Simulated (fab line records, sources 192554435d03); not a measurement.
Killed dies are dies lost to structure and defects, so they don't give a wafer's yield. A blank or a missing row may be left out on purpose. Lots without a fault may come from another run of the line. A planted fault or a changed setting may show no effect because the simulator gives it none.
Which tool did it? | flow n5_finfet | 9 lots, 27 wafers sampled, at 5 steps of a route of 1938

WHAT THE GAUGES READ, wafer by wafer
N5_BEOL_M4_RC_MEAS_101. Usual: DIBL_N 37.5 mV/V, standard deviation 2.5; DIBL_P 38 mV/V, standard deviation 3.1; IOFF_N 0.19 nA/um, standard deviation 0.059; IOFF_P 0.24 nA/um, standard deviation 0.061; ION_N 679 uA/um, standard deviation 16; ION_P 465 uA/um, standard deviation 9.8; SS_N 72.0 mV/dec, standard deviation 0.8; SS_P 73.7 mV/dec, standard deviation 0.86; VT_N 248 mV, standard deviation 4.5; VT_P -249 mV, standard deviation 3.5.
lot  | measured     | on        | DIBL_N (mV/V)  | DIBL_P (mV/V) | IOFF_N (nA/um) | IOFF_P (nA/um) | ION_N (uA/um) | ION_P (uA/um) | SS_N (mV/dec)  | SS_P (mV/dec)  | VT_N (mV)   | VT_P (mV)      | flag
L265 | day 8 20:26  | prober-01 | 35.7 33.3 37.1 | 36 34 38      | 0.15 0.11 0.18 | 0.19 0.17 0.24 | 673 651 669   | 458 455 461   | 71.9 70.6 71.6 | 72.4 71.8 73.8 | 253 255 248 | -250 -253 -249 |
L266 | day 8 20:35  | prober-02 | 37.5 41.0 37.7 | 38 43 38      | 0.19 0.31 0.18 | 0.24 0.37 0.25 | 679 711 683   | 463 480 469   | 71.3 72.8 72.1 | 73.4 75.0 73.4 | 249 238 248 | -248 -242 -247 |
L268 | day 9 23:35  | prober-01 | 33.7 37.1 41.1 | 34 39 44      | 0.12 0.18 0.31 | 0.17 0.23 0.34 | 662 677 705   | 453 464 477   | 71.2 71.8 73.1 | 72.9 73.8 75.8 | 255 249 244 | -252 -246 -245 |
L271 | day 10 09:25 | prober-01 | 41.4 37.6 38.9 | 40 35 38      | 0.27 0.15 0.19 | 0.33 0.21 0.28 | 702 671 679   | 477 458 468   | 72.5 71.6 72.4 | 74.7 73.5 73.4 | 244 255 246 | -244 -247 -244 |
L275 | day 11 17:02 | prober-02 | 37.5 36.4 36.5 | 37 34 35      | 0.20 0.16 0.18 | 0.30 0.23 0.26 | 706 689 684   | 489 470 479   | 70.9 72.0 71.7 | 73.4 72.9 72.7 | 242 249 249 | -244 -248 -244 |
L280 | day 12 20:11 | prober-02 | 34.5 36.0 39.9 | 35 35 40      | 0.14 0.14 0.24 | 0.21 0.20 0.28 | 668 668 696   | 462 459 475   | 70.9 71.2 71.8 | 73.5 73.8 74.1 | 249 251 244 | -249 -250 -246 |
L282 | day 13 22:40 | prober-02 | 40.5 38.6 39.9 | 38 36 38      | 0.23 0.17 0.21 | 0.26 0.22 0.25 | 684 662 687   | 465 460 466   | 72.7 73.0 71.8 | 73.8 73.4 74.0 | 246 250 250 | -249 -249 -248 |
L283 | day 13 22:26 | prober-01 | 38.6 39.0 39.9 | 42 39 41      | 0.21 0.20 0.23 | 0.29 0.23 0.26 | 685 676 687   | 475 455 466   | 72.0 71.8 72.2 | 74.4 74.7 74.6 | 247 247 245 | -249 -251 -249 |
L285 | day 14 05:08 | prober-02 | 36.5 36.5 36.0 | 37 39 37      | 0.18 0.19 0.15 | 0.22 0.27 0.20 | 681 690 677   | 462 476 461   | 72.6 72.7 72.3 | 73.0 74.0 73.7 | 250 247 253 | -249 -247 -253 |

WHICH TOOL RAN EACH LOT (tool, then ch and the chambers of the sampled wafers, then the start)
lot  | N5_GATE_CUT_CMP_61           | N5_MOL_CONTACT_COAG_ETCH_106       | N5_MOL_CONTACT_COAG_ALD_20          | N5_MOL_CONTACT_COAG_SIL_ANNEAL_21
L265 | cmp-02 ch 1,2,3, day 5 08:37 | rie_diel-01 ch 0,3, day 5 09:27    | ald_metal-01 ch 1,2,3, day 5 13:40  | rtp_anneal-01 ch 0, day 5 14:03
L266 | cmp-01 ch 1,2,3, day 5 15:15 | rie_diel-01 ch 2,3, day 5 15:59    | ald_metal-01 ch 1,2,3, day 5 18:11  | rtp_anneal-02 ch 0, day 5 18:42
L268 | cmp-04 ch 0,3, day 6 03:01   | rie_diel-01 ch 0,2,3, day 6 04:35  | ald_metal-03 ch 2,3, day 6 06:28    | rtp_anneal-02 ch 0, day 6 06:55
L271 | cmp-01 ch 1,2,3, day 6 21:52 | rie_diel-01 ch 1,2,3, day 6 22:37  | ald_metal-01 ch 0,1,3, day 7 00:15  | rtp_anneal-02 ch 0, day 7 00:38
L275 | cmp-01 ch 0,3, day 8 00:52   | rie_diel-03 ch 2,3, day 8 01:40    | ald_metal-04 ch 1,3, day 8 03:15    | rtp_anneal-01 ch 0, day 8 03:44
L280 | cmp-02 ch 1,3, day 9 04:34   | rie_diel-01 ch 2,3, day 9 05:16    | ald_metal-01 ch 0,1, day 9 07:43    | rtp_anneal-01 ch 0, day 9 08:06
L282 | cmp-04 ch 0,1,3, day 9 18:47 | rie_diel-03 ch 2,3, day 9 19:38    | ald_metal-01 ch 1,2,3, day 9 20:36  | rtp_anneal-01 ch 0, day 9 21:02
L283 | cmp-01 ch 0,1, day 10 01:13  | rie_diel-03 ch 0,2,3, day 10 01:59 | ald_metal-01 ch 1,2,3, day 10 03:16 | rtp_anneal-02 ch 0, day 10 03:38
L285 | cmp-04 ch 1,3, day 10 13:55  | rie_diel-03 ch 1,3, day 10 14:45   | ald_metal-04 ch 1,3, day 10 15:42   | rtp_anneal-01 ch 0, day 10 16:04
- N5_GATE_CUT_CMP_61: polishes, stops on SiNx, t overpolish 3 s.
- N5_MOL_CONTACT_COAG_ETCH_106: etches SOC in N2/H2, target depth 80 nm, overetch 16 nm, time 120 s.
- N5_MOL_CONTACT_COAG_ALD_20: deposits TiN, target thk 1.5 nm, pulse time 1 s, purge time 3 s.
- N5_MOL_CONTACT_COAG_SIL_ANNEAL_21: time 60 s.

WHAT THE TOOLS THEMSELVES READ (means of the sampled wafers that have a number; where no wafer has one, the mark that the record gives instead)
N5_GATE_CUT_CMP_61. Usual: head_pressure_psi 3.998 psi, standard deviation 0.0082; motor_current_A 12.0 A, standard deviation 1.2; slurry_flow_ml_min 150.0, standard deviation 0.47.
lot  | tool   | head_pressure_psi (psi) | motor_current_A (A) | slurry_flow_ml_min | flag
L265 | cmp-02 | 3.997                   | 12.3                | 149.7              |
L266 | cmp-01 | 3.997                   | 11.2                | 149.8              |
L268 | cmp-04 | 3.999                   | 11.5                | 150.1              |
L271 | cmp-01 | 3.988                   | 11.2                | 150.1              |
L275 | cmp-01 | 4.007                   | 12.7                | 150.3              |
L280 | cmp-02 | 3.994                   | 12.5                | 150.0              |
L282 | cmp-04 | 3.998                   | 12.3                | 149.8              |
L283 | cmp-01 | 3.998                   | 11.8                | 150.2              |
L285 | cmp-04 | 3.994                   | 12.8                | 150.1              |

N5_MOL_CONTACT_COAG_ETCH_106. Usual: bias_w 150.0 W, standard deviation 0.44; drypump_motor_current_A 5.6 A, standard deviation 0.36; oes_product_au 0.71 a.u., standard deviation 0.084; rf_vpp_V 524.9 V, standard deviation 2.8; showerhead_plenum_p_Torr 2.58 Torr, standard deviation 0.097; throttle_valve_pct 17.8 %, standard deviation 0.41.
lot  | tool        | bias_w (W) | drypump_motor_current_A (A) | oes_product_au (a.u.) | rf_vpp_V (V) | showerhead_plenum_p_Torr (Torr) | throttle_valve_pct (%) | flag
L265 | rie_diel-01 | 150.2      | 5.7                         | 0.69                  | 525.4        | 2.57                            | 17.7                   |
L266 | rie_diel-01 | 149.9      | 5.7                         | 0.69                  | 523.7        | 2.50                            | 17.6                   |
L268 | rie_diel-01 | 150.1      | 5.8                         | 0.65                  | 523.4        | 2.51                            | 17.9                   |
L271 | rie_diel-01 | 149.6      | 5.5                         | 0.65                  | 524.0        | 2.53                            | 18.0                   |
L275 | rie_diel-03 | 149.8      | 5.6                         | 0.75                  | 528.2        | 2.67                            | 17.4                   |
L280 | rie_diel-01 | 150.3      | 5.7                         | 0.75                  | 525.6        | 2.60                            | 17.5                   |
L282 | rie_diel-03 | 149.9      | 5.6                         | 0.73                  | 527.6        | 2.66                            | 17.4                   |
L283 | rie_diel-03 | 150.1      | 5.6                         | 0.71                  | 525.4        | 2.58                            | 17.7                   |
L285 | rie_diel-03 | 150.1      | 5.1                         | 0.78                  | 528.2        | 2.70                            | 17.7                   |

N5_MOL_CONTACT_COAG_ALD_20. Usual: heater_power_w 897 W, standard deviation 150; precursor_pulse_height_rel 1.002, standard deviation 0.02.
lot  | tool         | heater_power_w (W) | precursor_pulse_height_rel | flag
L265 | ald_metal-01 | 895                | 0.987                      |
L266 | ald_metal-01 | 907                | 0.988                      |
L268 | ald_metal-03 | 833                | 1.016                      |
L271 | ald_metal-01 | 821                | 1.002                      |
L275 | ald_metal-04 | 1050               | 0.990                      |
L280 | ald_metal-01 | 798                | 0.995                      |
L282 | ald_metal-01 | 896                | 1.009                      |
L283 | ald_metal-01 | 914                | 1.007                      |
L285 | ald_metal-04 | 1096               | 1.016                      |

N5_MOL_CONTACT_COAG_SIL_ANNEAL_21. Usual: lamp_power_pct 6.03 %, standard deviation 0.13; lamp_zone_2_pct 6.03 %, standard deviation 0.13; lamp_zone_4_pct 6.03 %, standard deviation 0.13; lamp_zone_7_pct 6.34 %, standard deviation 0.13; wafer_temp_C_max 552.4, standard deviation 0.66.
lot  | tool          | lamp_power_pct (%) | lamp_zone_2_pct (%) | lamp_zone_4_pct (%) | lamp_zone_7_pct (%) | wafer_temp_C_max | flag
L265 | rtp_anneal-01 | 6.20               | 6.20                | 6.20                | 6.51                | 552.5            |
L266 | rtp_anneal-02 | 5.93               | 5.94                | 5.94                | 6.24                | 553.0            |
L268 | rtp_anneal-02 | 5.93               | 5.93                | 5.94                | 6.24                | 552.5            |
L271 | rtp_anneal-02 | 5.93               | 5.94                | 5.93                | 6.23                | 552.9            |
L275 | rtp_anneal-01 | 6.19               | 6.19                | 6.20                | 6.52                | 551.7            |
L280 | rtp_anneal-01 | 6.19               | 6.20                | 6.19                | 6.52                | 551.4            |
L282 | rtp_anneal-01 | 6.20               | 6.19                | 6.20                | 6.51                | 552.1            |
L283 | rtp_anneal-02 | 5.93               | 5.93                | 5.93                | 6.23                | 553.1            |
L285 | rtp_anneal-01 | 6.20               | 6.20                | 6.19                | 6.52                | 551.3            |

THE ANSWER, worked out from the rows above alone
Rule: a lot is off if the mean of its wafers that have a number lies more than 3 standard deviations from the usual mean. A lot without any number at a reading at which 4 lots or more have one is off too. The other lots that the step has rows for count as sound. The gauges are gone through in route order, then the tools' own readings, and for those a lot's mean is taken as printed above. The first step at which some lot is off is used, and at that step the reading that is off furthest; a lot without a number counts as furthest.
No lot is off at any reading shown: from this, nothing can be told.

WHAT THE SIMULATOR HAD PUT IN
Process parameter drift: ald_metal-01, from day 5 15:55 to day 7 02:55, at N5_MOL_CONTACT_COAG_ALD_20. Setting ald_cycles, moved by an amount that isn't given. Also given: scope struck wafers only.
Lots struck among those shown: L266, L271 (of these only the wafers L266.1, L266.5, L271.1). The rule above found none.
